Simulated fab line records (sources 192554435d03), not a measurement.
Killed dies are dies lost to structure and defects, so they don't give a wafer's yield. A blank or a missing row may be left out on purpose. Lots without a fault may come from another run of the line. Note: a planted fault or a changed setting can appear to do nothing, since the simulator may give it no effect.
Chamber matching ; flow n5_finfet ; 3 sister chambers for N5_BEOL_M7_CURE_74 on uv_cure-01
The step cures SiCOH lowk, time 240 s. 6 wafers are shown with their chamber, then 9 later ones without.

## EACH WAFER AND ITS CHAMBER
wafer;chamber;wafer_temp_C_max;lamp_power_pct (%)
L075.5;2;386.2;52.35
L075.6;2;386.2;52.27
L087.4;0;386.4;52.30
L087.5;0;386.8;52.24
L088.2;1;387.1;52.36
L088.4;1;387.5;52.31

## WAFERS WITHOUT THEIR CHAMBER
wafer;wafer_temp_C_max;lamp_power_pct (%)
L090.1;386.6;52.39
L090.4;386.4;52.35
L090.5;385.9;52.27
L094.2;386.1;52.32
L094.4;385.8;52.31
L094.5;386.1;52.35
L097.2;387.3;52.23
L097.4;386.6;52.38
L097.6;385.8;52.20

## CHAMBER TAKEN BY EACH
wafer;from the rows above;in truth
L090.1;can't be placed: 2 or 0 or 1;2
L090.4;can't be placed: 2 or 0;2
L090.5;can't be placed: 2 or 0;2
L094.2;can't be placed: 2 or 0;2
L094.4;can't be placed: 2 or 0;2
L094.5;can't be placed: 2 or 0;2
L097.2;can't be placed: 1 or 0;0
L097.4;can't be placed: 2 or 0 or 1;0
L097.6;can't be placed: 2 or 0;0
Placed correctly: 0 of 9. Cannot be placed on the basis of these rows: 9; the candidates contain the true chamber in 9. Wrongly placed: 0.
How it was worked out, from the rows above alone: a wafer's distance from a chamber is the root of the sum, over the readings, of the square of ((its reading less the chamber's mean) divided by the reading's scatter). The wafer belongs to the nearest chamber; if the next one is less than 2 further off, it can't be placed. For every chamber, the mean is computed from those of its wafers that are shown. The scatter: take each reading less its chamber's mean, square it, sum over the shown wafers, divide by the number of wafers less the number of chambers, and take the root.
